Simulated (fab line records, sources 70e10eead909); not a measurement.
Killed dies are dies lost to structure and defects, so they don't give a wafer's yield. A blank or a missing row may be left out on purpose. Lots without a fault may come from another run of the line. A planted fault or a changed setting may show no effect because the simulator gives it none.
Which tool did it? | flow nand_harc | 12 lots, 36 wafers sampled, at 2 steps of a route of 1159

WHAT THE GAUGES READ, wafer by wafer
NHARC_A_SOURCE_PLATE_THK_MEAS_06: measures by ellipsometry.
lot  | measured     | on            | thk_nm (nm)
L075 | day 7 21:42  | film_metro-02 | 200.5 200.3 199.2
L078 | day 8 04:02  | film_metro-01 | 200.8 199.6 198.4
L079 | day 9 03:54  | film_metro-02 | 199.6 202.7 203.2
L082 | day 9 10:30  | film_metro-02 | 203.1 201.9 202.0
L083 | day 9 14:09  | film_metro-02 | 203.2 201.2 201.2
L085 | day 10 15:58 | film_metro-01 | 197.3 199.9 197.3
L086 | day 10 15:58 | film_metro-02 | 198.1 200.4 200.4
L089 | day 11 07:34 | film_metro-01 | 199.9 200.1 200.5
L091 | day 11 23:37 | film_metro-01 | 199.4 201.5 200.0
L093 | day 12 03:08 | film_metro-02 | 193.9 197.9 197.4
L095 | day 12 14:26 | film_metro-01 | 201.8 201.0 201.2
L097 | day 13 08:16 | film_metro-01 | 203.1 201.3 202.4

WHICH TOOL RAN EACH LOT (tool, then ch and the chambers of the sampled wafers, then the start)
lot  | NHARC_A_ZERO_WELL_ETCH_13
L075 | rie_si-01 ch 0,2, day 6 23:52
L078 | rie_si-02 ch 1,2,3, day 7 07:26
L079 | rie_si-04 ch 0,1,2, day 8 03:47
L082 | rie_si-04 ch 0,2, day 8 11:23
L083 | rie_si-02 ch 1,2,3, day 8 16:31
L085 | rie_si-04 ch 2,3, day 9 17:38
L086 | rie_si-02 ch 0,2,3, day 9 18:32
L089 | rie_si-04 ch 1,2,3, day 10 10:55
L091 | rie_si-02 ch 0,2,3, day 11 01:37
L093 | rie_si-02 ch 0,1,2, day 11 05:14
L095 | rie_si-01 ch 0,1,3, day 11 16:36
L097 | rie_si-04 ch 0,1,3, day 12 09:39
- NHARC_A_ZERO_WELL_ETCH_13: etches the open film in HBr/Cl2, target depth 120 nm, time 40.1 s.

THE ANSWER, worked out from the rows above alone
Rule: what is usual is taken from the lots themselves. Put in order of their means at a reading, lots are off if they are a third of the lots or fewer, leave a main group of 4 or more, and stand apart from it by a gap of 3 or more times the standard deviation of the main group's means; of several such gaps the widest counts. A main group whose means are all the same, to the digits that the tables above print for the reading, isn't used. A lot without any number at a reading at which 4 lots or more have one is off too. The other lots that the step has rows for count as sound.
No lot is off at any reading shown: from this, nothing can be told.

WHAT THE SIMULATOR HAD PUT IN
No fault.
